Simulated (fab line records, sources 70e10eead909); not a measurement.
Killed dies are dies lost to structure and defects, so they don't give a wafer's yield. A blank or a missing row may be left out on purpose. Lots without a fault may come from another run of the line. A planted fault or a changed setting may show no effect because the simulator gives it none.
Chamber matching | flow nand_harc | NHARC_P_ZERO_WELL_DESCUM_39 on rie_diel-13: 4 sister chambers
The step chemistry O2, time 3 s. 22 wafers are shown with their chamber, then 11 later ones without.

WAFERS WITH THEIR CHAMBER
wafer  | chamber | drypump_motor_current_A (A) | oes_product_au (a.u.) | rf_vpp_V (V)
L078.3 | 1       | 6.8                         | 1.009                 | 58.2
L078.4 | 3       | 6.5                         | 1.012                 | 57.7
L078.5 | 3       | 6.5                         | 1.008                 | 58.3
L079.2 | 0       | 4.8                         | 0.991                 | 58.3
L079.3 | 3       | 6.5                         | 1.010                 | 57.0
L079.6 | 1       | 6.8                         | 1.013                 | 57.3
L082.2 | 0       | 4.8                         | 1.005                 | 57.4
L082.4 | 2       | 5.2                         | 0.994                 | 57.8
L082.6 | 1       | 6.8                         | 1.008                 | 58.0
L083.2 | 3       | 6.5                         | 1.009                 | 59.0
L083.3 | 0       | 4.8                         | 1.005                 | 58.2
L083.4 | 2       | 5.2                         | 1.014                 | 58.5
L084.1 | 1       | 6.8                         | 1.010                 | 58.1
L084.5 | 1       | 6.8                         | 1.008                 | 58.5
L084.6 | 0       | 4.8                         | 1.001                 | 57.7
L085.1 | 0       | 4.8                         | 1.010                 | 56.1
L085.5 | 2       | 5.2                         | 1.008                 | 57.1
L085.6 | 1       | 6.8                         | 1.004                 | 57.5
L087.2 | 0       | 4.8                         | 0.993                 | 57.8
L087.3 | 2       | 5.2                         | 1.010                 | 60.5
L087.5 | 3       | 6.4                         | 1.004                 | 58.2
L090.1 | 0       | 4.8                         | 0.995                 | 58.3

SIGNATURES (means of the wafers above)
reading                 | chamber 0 | chamber 1 | chamber 2 | chamber 3 | scatter within a chamber
drypump_motor_current_A | 4.800     | 6.800     | 5.200     | 6.480     | 0.0211
oes_product_au          | 1.00000   | 1.00867   | 1.00650   | 1.00860   | 0.00583
rf_vpp_V                | 57.686    | 57.933    | 58.475    | 58.040    | 0.86
Rule: a wafer's distance from a chamber is the root of the sum, over the readings, of the square of ((its reading less the chamber's mean) divided by the reading's scatter). The wafer belongs to the nearest chamber; if the next one is less than 2 further off, it can't be placed. The scatter: the root of (the sum of the squares of (reading less its chamber's mean) over the shown wafers, divided by (wafers less chambers)).

WAFERS WITHOUT THEIR CHAMBER
wafer  | drypump_motor_current_A (A) | oes_product_au (a.u.) | rf_vpp_V (V)
L090.3 | 6.8                         | 1.011                 | 57.9
L090.5 | 6.8                         | 1.005                 | 58.2
L091.1 | 4.8                         | 0.995                 | 58.8
L091.5 | 6.8                         | 1.008                 | 57.8
L091.6 | 4.8                         | 1.001                 | 58.2
L092.1 | 6.8                         | 1.006                 | 59.1
L092.4 | 4.8                         | 0.993                 | 58.5
L092.6 | 6.8                         | 1.004                 | 57.3
L097.2 | 4.8                         | 0.987                 | 56.3
L097.3 | 5.2                         | 0.993                 | 58.4
L097.5 | 6.8                         | 1.011                 | 57.8

WHICH CHAMBER EACH WENT THROUGH
wafer  | from the rows above | in truth
L090.3 | 1                   | 1
L090.5 | 1                   | 1
L091.1 | 0                   | 0
L091.5 | 1                   | 1
L091.6 | 0                   | 0
L092.1 | 1                   | 1
L092.4 | 0                   | 0
L092.6 | 1                   | 1
L097.2 | 0                   | 0
L097.3 | 2                   | 2
L097.5 | 1                   | 1
Placed correctly: 11 of 11. Can't be placed from these rows: 0. Placed wrongly: 0.
